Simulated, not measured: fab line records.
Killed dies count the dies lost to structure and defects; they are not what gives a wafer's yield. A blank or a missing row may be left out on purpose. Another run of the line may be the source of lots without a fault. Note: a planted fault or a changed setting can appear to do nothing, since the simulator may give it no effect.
Which of the tools did it? :: flow n5 finfet :: 19 lots with 57 wafers sampled at 2 steps, on a route of 1938 steps

WHAT THE GAUGES READ, wafer by wafer
N5_SDB_OVL_MEAS_12. Usual: SDB_OVL typically reads 0.4 nm, with standard deviation 0.72.
lot: L074
measured: day 3 18:16
on: overlay-02
SDB_OVL (nm): 1.7 0.7 1.3
flag: 

lot: L075
measured: day 3 21:42
on: overlay-02
SDB_OVL (nm): 1.7 1.5 2.2
flag: 

lot: L078
measured: day 4 19:35
on: overlay-01
SDB_OVL (nm): -0.3 0.1 -0.3
flag: 

lot: L079
measured: day 5 00:38
on: overlay-02
SDB_OVL (nm): 0.0 0.2 0.1
flag: 

lot: L081
measured: day 5 17:02
on: overlay-02
SDB_OVL (nm): -0.5 -0.2 -0.5
flag: 

lot: L082
measured: day 5 19:07
on: overlay-01
SDB_OVL (nm): -0.4 -0.2 -0.8
flag: 

lot: L083
measured: day 6 01:01
on: overlay-01
SDB_OVL (nm): -0.3 -0.9 -0.5
flag: 

lot: L084
measured: day 6 05:04
on: overlay-01
SDB_OVL (nm): -0.2 1.2 1.7
flag: 

lot: L085
measured: day 6 20:37
on: overlay-01
SDB_OVL (nm): -0.2 -0.4 -0.4
flag: 

lot: L086
measured: day 6 21:44
on: overlay-01
SDB_OVL (nm): -0.5 0.9 1.3
flag: 

lot: L087
measured: day 7 02:24
on: overlay-01
SDB_OVL (nm): 0.5 0.5 0.8
flag: 

lot: L089
measured: day 7 12:26
on: overlay-01
SDB_OVL (nm): 0.0 -1.7 0.1
flag: 

lot: L088
measured: day 7 18:04
on: overlay-02
SDB_OVL (nm): 0.3 0.4 0.5
flag: 

lot: L090
measured: day 7 19:35
on: overlay-02
SDB_OVL (nm): 0.6 0.3 -0.5
flag: 

lot: L091
measured: day 7 21:45
on: overlay-01
SDB_OVL (nm): -0.4 0.4 -1.4
flag: 

lot: L092
measured: day 8 07:38
on: overlay-02
SDB_OVL (nm): 1.9 0.4 0.9
flag: 

lot: L093
measured: day 8 13:59
on: overlay-01
SDB_OVL (nm): 0.9 0.2 0.7
flag: 

lot: L095
measured: day 9 03:12
on: overlay-02
SDB_OVL (nm): 0.5 1.4 0.8
flag: 

lot: L097
measured: day 9 15:05
on: overlay-02
SDB_OVL (nm): 0.4 0.7 -0.4
flag: 

WHICH TOOL RAN EACH LOT (tool, then ch and the chambers of the sampled wafers, then the start)
lot: L074
N5_SD_EPI_P_STRIP_40: plasma asher-01 ch 0,1, day 3 07:04

lot: L075
N5_SD_EPI_P_STRIP_40: plasma asher-02 ch 0,1, day 3 10:25

lot: L078
N5_SD_EPI_P_STRIP_40: plasma asher-01 ch 0,1, day 4 08:02

lot: L079
N5_SD_EPI_P_STRIP_40: plasma asher-01 ch 0,1, day 4 13:04

lot: L081
N5_SD_EPI_P_STRIP_40: plasma asher-02 ch 0,1, day 5 02:32

lot: L082
N5_SD_EPI_P_STRIP_40: plasma asher-02 ch 0,1, day 5 07:46

lot: L083
N5_SD_EPI_P_STRIP_40: plasma asher-02 ch 0,1, day 5 13:44

lot: L084
N5_SD_EPI_P_STRIP_40: plasma asher-02 ch 0,1, day 5 18:34

lot: L085
N5_SD_EPI_P_STRIP_40: plasma asher-02 ch 0,1, day 6 06:40

lot: L086
N5_SD_EPI_P_STRIP_40: plasma asher-01 ch 0,1, day 6 11:16

lot: L087
N5_SD_EPI_P_STRIP_40: plasma asher-01 ch 0,1, day 6 15:45

lot: L089
N5_SD_EPI_P_STRIP_40: plasma asher-01 ch 0,1, day 7 01:52

lot: L088
N5_SD_EPI_P_STRIP_40: plasma asher-02 ch 0,1, day 7 02:07

lot: L090
N5_SD_EPI_P_STRIP_40: plasma asher-02 ch 0,1, day 7 09:06

lot: L091
N5_SD_EPI_P_STRIP_40: plasma asher-01 ch 1, day 7 11:10

lot: L092
N5_SD_EPI_P_STRIP_40: plasma asher-02 ch 0,1, day 7 21:11

lot: L093
N5_SD_EPI_P_STRIP_40: plasma asher-01 ch 1, day 8 03:16

lot: L095
N5_SD_EPI_P_STRIP_40: plasma asher-02 ch 0,1, day 8 15:43

lot: L097
N5_SD_EPI_P_STRIP_40: plasma asher-02 ch 0,1, day 9 04:39
- N5_SD_EPI_P_STRIP_40: strips in N2/H2.

WHAT THE TOOLS THEMSELVES READ (means of the sampled wafers that have a number; where no wafer has one, the mark that the record gives instead)
N5_SD_EPI_P_STRIP_40. Usual: drypump motor current A 5.7 A, standard deviation 0.61; heater power w 318 W, standard deviation 28; oes product au 0.760 a.u., standard deviation 0.01.
lot: L074
tool: plasma asher-01
drypump motor current A (A): 5.6
heater power w (W): 334
oes product au (a.u.): 0.758
flag: 

lot: L075
tool: plasma asher-02
drypump motor current A (A): 5.7
heater power w (W): 317
oes product au (a.u.): 0.755
flag: 

lot: L078
tool: plasma asher-01
drypump motor current A (A): 5.4
heater power w (W): 304
oes product au (a.u.): 0.774
flag: 

lot: L079
tool: plasma asher-01
drypump motor current A (A): 5.4
heater power w (W): 305
oes product au (a.u.): 0.745
flag: 

lot: L081
tool: plasma asher-02
drypump motor current A (A): 6.2
heater power w (W): 321
oes product au (a.u.): 0.766
flag: 

lot: L082
tool: plasma asher-02
drypump motor current A (A): 6.2
heater power w (W): 321
oes product au (a.u.): 0.756
flag: 

lot: L083
tool: plasma asher-02
drypump motor current A (A): 5.7
heater power w (W): 315
oes product au (a.u.): 0.758
flag: 

lot: L084
tool: plasma asher-02
drypump motor current A (A): 5.7
heater power w (W): 313
oes product au (a.u.): 0.763
flag: 

lot: L085
tool: plasma asher-02
drypump motor current A (A): 6.2
heater power w (W): 317
oes product au (a.u.): 0.755
flag: 

lot: L086
tool: plasma asher-01
drypump motor current A (A): 5.6
heater power w (W): 328
oes product au (a.u.): 0.761
flag: 

lot: L087
tool: plasma asher-01
drypump motor current A (A): 5.4
heater power w (W): 301
oes product au (a.u.): 0.757
flag: 

lot: L089
tool: plasma asher-01
drypump motor current A (A): 5.6
heater power w (W): 334
oes product au (a.u.): 0.749
flag: 

lot: L088
tool: plasma asher-02
drypump motor current A (A): 5.7
heater power w (W): 316
oes product au (a.u.): 0.759
flag: 

lot: L090
tool: plasma asher-02
drypump motor current A (A): 6.2
heater power w (W): 320
oes product au (a.u.): 0.763
flag: 

lot: L091
tool: plasma asher-01
drypump motor current A (A): 5.7
heater power w (W): 352
oes product au (a.u.): 0.758
flag: 

lot: L092
tool: plasma asher-02
drypump motor current A (A): 5.7
heater power w (W): 316
oes product au (a.u.): 0.769
flag: 

lot: L093
tool: plasma asher-01
drypump motor current A (A): 5.7
heater power w (W): 350
oes product au (a.u.): 0.760
flag: 

lot: L095
tool: plasma asher-02
drypump motor current A (A): 6.2
heater power w (W): 320
oes product au (a.u.): 0.759
flag: 

lot: L097
tool: plasma asher-02
drypump motor current A (A): 5.7
heater power w (W): 318
oes product au (a.u.): 0.769
flag: 

THE ANSWER, worked out from the rows above alone
Rule: a lot counts as off when the mean over its wafers that have a number is more than 3 standard deviations away from the usual mean. A lot without any number at a reading at which 4 lots or more have one is off too. Any other lot the step has rows for is counted as sound. First the gauges in route order, then the tools' own readings, where a lot's mean is used as printed above. At the first step where some lot is off, the reading lying furthest off is the one used; lots without a number count as furthest.
None of the lots is off at any reading shown; this tells nothing.

WHAT HAD BEEN PUT IN BY THE SIMULATOR
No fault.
